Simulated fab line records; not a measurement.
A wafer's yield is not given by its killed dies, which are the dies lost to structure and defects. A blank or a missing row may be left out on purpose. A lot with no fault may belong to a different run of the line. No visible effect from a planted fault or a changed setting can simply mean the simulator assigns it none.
Matching of chambers || flow nand-harc || rie-diel-12 running NHARC_P_M1_ETCH_35: 4 sister chambers
The step etches the open film in N2/H2, target depth 40 nm, overetch 12 nm, time 43.94 s. 4 wafers are shown with their chamber, then 9 later ones without.

## EACH WAFER AND ITS CHAMBER
{"wafer": "L083.2", "chamber": 1, "showerhead-plenum-p-Torr (Torr)": 2.16}
{"wafer": "L084.5", "chamber": 0, "showerhead-plenum-p-Torr (Torr)": 1.98}
{"wafer": "L086.5", "chamber": 2, "showerhead-plenum-p-Torr (Torr)": 2.04}
{"wafer": "L086.6", "chamber": 3, "showerhead-plenum-p-Torr (Torr)": 2.02}

## WAFERS WHOSE CHAMBER IS MISSING
{"wafer": "L092.1", "showerhead-plenum-p-Torr (Torr)": 2.04}
{"wafer": "L092.2", "showerhead-plenum-p-Torr (Torr)": 2.01}
{"wafer": "L092.5", "showerhead-plenum-p-Torr (Torr)": 2.04}
{"wafer": "L096.1", "showerhead-plenum-p-Torr (Torr)": 1.98}
{"wafer": "L096.3", "showerhead-plenum-p-Torr (Torr)": 2.04}
{"wafer": "L096.4", "showerhead-plenum-p-Torr (Torr)": 2.16}
{"wafer": "L097.2", "showerhead-plenum-p-Torr (Torr)": 2.04}
{"wafer": "L097.5", "showerhead-plenum-p-Torr (Torr)": 2.01}
{"wafer": "L097.6", "showerhead-plenum-p-Torr (Torr)": 2.04}

## WHICH CHAMBER EACH ONE RAN IN
{"wafer": "L092.1", "from the rows above": 2, "in truth": 2}
{"wafer": "L092.2", "from the rows above": 3, "in truth": 3}
{"wafer": "L092.5", "from the rows above": 2, "in truth": 2}
{"wafer": "L096.1", "from the rows above": 0, "in truth": 0}
{"wafer": "L096.3", "from the rows above": 2, "in truth": 2}
{"wafer": "L096.4", "from the rows above": 1, "in truth": 1}
{"wafer": "L097.2", "from the rows above": 2, "in truth": 2}
{"wafer": "L097.5", "from the rows above": 3, "in truth": 3}
{"wafer": "L097.6", "from the rows above": 2, "in truth": 2}
Placed correctly: 9 of 9. Left unplaced by these rows: 0. Wrongly placed: 0.
How it was worked out, from the rows above alone: a wafer's distance from a chamber is the root of the sum, over the readings, of the square of ((its reading less the chamber's mean) divided by the reading's scatter). The wafer belongs to the nearest chamber; if the next one is less than 2 further off, it can't be placed. For every chamber, the mean is computed from those of its wafers that are shown. The scatter (one wafer shown for each chamber): square how far every hidden wafer sits from the nearest shown wafer, average those squares and take the square root.
